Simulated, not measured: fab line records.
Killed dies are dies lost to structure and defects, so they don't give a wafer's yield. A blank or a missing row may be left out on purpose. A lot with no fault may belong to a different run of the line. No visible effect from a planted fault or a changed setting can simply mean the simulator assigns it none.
A struck lot beside a sound one | flow n5Finfet | 16 out of 1938 route steps
Sound: wafers L812.1, L812.2, L812.3. Wafers L814.2, L814.3, L814.6 were the ones struck. At the end, the cause is stated.
For every step that has rows: the tool of each side, followed by ch and its chambers, followed by its first start. Under that, the readings that differ: sound wafers | struck wafers | difference of the means | sigmas: that difference in standard deviations of wafers without a fault.
alike: readings with means less than 2 such deviations apart, plus words and numbers identical on both sides. not compared: withheld readings, readings lacking a value on some wafer, bounds such as >300 that could conceal the same value, and numbers that have no deviation in the record and whose values overlap.
Wherever a step has rows on one side only, a row that says differs or no value, or a row with sigmas, the two part there. When numbers do not overlap yet have no deviation, they are printed without sigmas and do not part them. Lack of a reading on every wafer of one side parts them only where that side has two or more wafers.

first, 9 steps without rows for these wafers: N5_FIN_CUT_DEVELOP_07 (develop time 30 s); N5_FIN_CUT_DESCUM_13 (chemistry O2, time 7 s); N5_FIN_CUT_ETCH_30 (etches underlayer in N2/H2, target depth 13 nm, time 10.4 s); N5_FIN_CUT_ETCH_20 (etches SiARC in CF4, target depth 26 nm, time 43.3 s); N5_FIN_CUT_ETCH_21 (etches SOC in N2/H2, target depth 219 nm, overetch 43.8 nm, time 523.5 s); N5_FIN_CUT_STRIP_23 (strips in N2/H2); N5_FIN_CUT_STRIP_31 (strips in N2/H2); N5_FIN_CUT_STRIP_24 (strips in CF4); N5_FIN_CUT_CUT_ETCH_26 (etches SiNx in CH3F/O2, target depth 39 nm, time 55.7 s).
N5_FIN_CUT_CUT_ETCH_27: etches SiO2 in CHF3/O2, target depth 4 nm, overetch 2 nm, time 4.9 s.
  sound on rieDiel-03 ch 0,2,3, day 4 09:47; struck on rieDiel-03 ch 0,1,3, day 4 23:08
  no value came back on the struck wafers for any of 8 readings (CHF3_flow_sccm (sccm), O2_flow_sccm (sccm) and others); on the sound wafers CHF3_flow_sccm (sccm) reads 50.19 50.04 50.01
reading                                 | sound             | struck            | difference | sigmas
model.SOC_of_FIN_CUT_COAT_18.thkNm (nm) | 205.8 206.2 206.2 | 211.4 211.2 211.2 | +5.2       | 
then, 2 steps without rows for these wafers: N5_FIN_CUT_PRECLEAN_35 (cleans in vHF, time 13.3 s); N5_FIN_CUT_CUT_ETCH_15 (etches Si in HBr/Cl2/O2, target depth 100 nm, bt time 10 s, time 42.4 s).
N5_FIN_CUT_CUT_ETCH_28: etches Si in HBr/Cl2/O2, target depth 6 nm, time 2.4 s.
  sound on rieSi-02 ch 1,2,3, day 4 10:00; struck on rieSi-02 ch 0,2, day 4 23:21
reading                                 | sound             | struck          | difference | sigmas
model.SOC_of_FIN_CUT_COAT_18.thkNm (nm) | 166.8 166.8 166.8 | 172 171.6 171.4 | +5         | 
  alike: HBr_flow_sccm, O2_flow_sccm, drypumpMotorCurrentA, oesProductAu, throttleValvePct
  not compared: rfHoursCounterH
then, 1 step without rows for these wafers: N5_FIN_CUT_STRIP_22 (strips in N2/H2).
N5_BEOL_M4_RC_MEAS_101:
  the record has rows for the sound wafers here (prober-01 ch 0, day 10 14:05) and none for the struck ones
-- here the record skips 11 days between the struck wafers' starts before and after, leaving off in module BEOL_M4 and picking up in module PASSIVATION (first step shown: number 1936 of the route) --
N5_PASSIVATION_PROBE_49:
  sound on prober-02 at day 15 13:43; struck on prober-01 at day 16 04:41
reading          | sound     | struck         | difference | sigmas
killedAtFrontEnd | 46 42 41  | 1127 1140 1137 | +1092      | +91
killedDies       | 101 88 99 | 1180 1180 1180 | +1084      | +60
killedOnRim      | 18 11 5   | 152 152 152    | +141       | +31
  alike: killed_at_M0_to_M3, killed_at_M4_up, killedAtContacts, killedAtOther, killedOpen, killedShort

## WHERE THEY PART
First at N5_FIN_CUT_CUT_ETCH_27; last, within this record, at N5_PASSIVATION_PROBE_49.

WHY: whatever the simulator had introduced
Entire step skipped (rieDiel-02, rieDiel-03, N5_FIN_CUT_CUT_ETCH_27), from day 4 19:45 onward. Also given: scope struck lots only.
